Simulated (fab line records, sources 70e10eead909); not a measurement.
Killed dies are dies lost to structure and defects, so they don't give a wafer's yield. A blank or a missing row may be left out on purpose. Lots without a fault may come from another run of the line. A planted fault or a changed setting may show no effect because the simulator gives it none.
One fault seen from 2 desks | flow nand_harc | each desk has only its own numbers; what lay behind them comes last

THE METROLOGY DESK
What the gauges read, lot by lot, whatever tool the lot ran on: means of the sampled wafers that have a number. A lot is out of limits, marked OUT, if its mean lies more than 4 standard deviations from the usual mean; the brackets give that distance.
Columns: A = cd_nm at NHARC_P_GATE_CD_MEAS_59, usual 719.9 nm
lot  | first seen here | A
L724 | day 6 05:00     | 720.1
L726 | day 6 16:58     | 719.1
L727 | day 7 05:56     | 719.5
L730 | day 8 16:11     | 721.7
L738 | day 11 13:39    | 718.6
L737 | day 11 13:54    | 721.9
L740 | day 12 22:20    | 720.5
L741 | day 13 02:52    | 719.8
L742 | day 13 16:13    | 719.0
L744 | day 14 09:32    | 719.8
L745 | day 14 17:58    | 719.9
L746 | day 15 09:59    | 721.4
This desk's finding: nothing out of limits on any of the 12 lots.

THE TOOL OWNER'S DESK: litho_track-05
The tool's own readings at NHARC_P_GATE_PEB_57 (peb time 85 s): means of the sampled wafers that have a number, for each lot that ran on this tool. A lot is out of limits, marked OUT, if its mean lies more than 4 standard deviations from the usual mean; the brackets give that distance.
Columns: A = chill_plate_temp_C at NHARC_P_GATE_PEB_57, usual 23.01 C; B = exhaust_pa at NHARC_P_GATE_PEB_57, usual 44.9 Pa
lot  | first seen here | A     | B
L730 | day 8 16:05     | 22.82 | 45.5
L738 | day 11 13:34    | 22.90 | 45.9
L737 | day 11 13:49    | 22.86 | 44.5
L741 | day 13 02:47    | 22.93 | 44.5
L744 | day 14 09:26    | 23.03 | 43.6
L746 | day 15 09:54    | 22.93 | 45.3
This desk's finding: nothing out of limits on any of the 6 lots.

PUT TOGETHER
The metrology desk saw nothing out of limits.
The tool owner's desk saw nothing out of limits.

WHAT THE SIMULATOR HAD PUT IN
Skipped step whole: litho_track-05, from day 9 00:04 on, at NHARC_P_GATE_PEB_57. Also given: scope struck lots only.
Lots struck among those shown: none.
